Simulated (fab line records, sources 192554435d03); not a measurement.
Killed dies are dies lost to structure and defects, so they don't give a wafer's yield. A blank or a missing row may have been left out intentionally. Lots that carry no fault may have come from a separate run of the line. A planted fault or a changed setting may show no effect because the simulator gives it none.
Matching of chambers    flow n5_finfet    N5_SPACER0_ALD_00 on ald_sin-04 has 4 sister chambers
The step deposits SiOCN, target thk 3.5 nm, pulse time 3 s, purge time 2 s. 4 wafers are shown with their chamber, then 7 later ones without.

== WAFERS PAIRED WITH THEIR CHAMBERS ==
wafer   chamber  heater_power_w (W)
L547.2  3        748
L547.4  1        748
L548.1  2        804
L548.5  0        805

== WAFERS WITHOUT THEIR CHAMBER ==
wafer   heater_power_w (W)
L548.6  757
L555.2  799
L555.3  735
L555.6  766
L556.3  773
L556.4  817
L556.5  830

== WHICH CHAMBER EACH ONE RAN IN ==
wafer   from the rows above                in truth
L548.6  can't be placed: 1 or 3            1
L555.2  can't be placed: 2 or 0            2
L555.3  can't be placed: 1 or 3            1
L555.6  can't be placed: 1 or 3 or 2 or 0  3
L556.3  can't be placed: 1 or 3 or 2 or 0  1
L556.4  can't be placed: 0 or 2            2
L556.5  can't be placed: 0 or 2            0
0 of 7 placed correctly. Cannot be placed on the basis of these rows: 7; the candidates contain the true chamber in 7. Wrongly placed: 0.
How it was worked out, from the rows above alone: a wafer's distance from a chamber is the root of the sum, over the readings, of the square of ((its reading less the chamber's mean) divided by the reading's scatter). The wafer belongs to the nearest chamber; if the next one is less than 2 further off, it can't be placed. For every chamber, the mean is computed from those of its wafers that are shown. The scatter: root of mean squared gap, hidden wafer to nearest shown wafer, with one shown wafer a chamber.
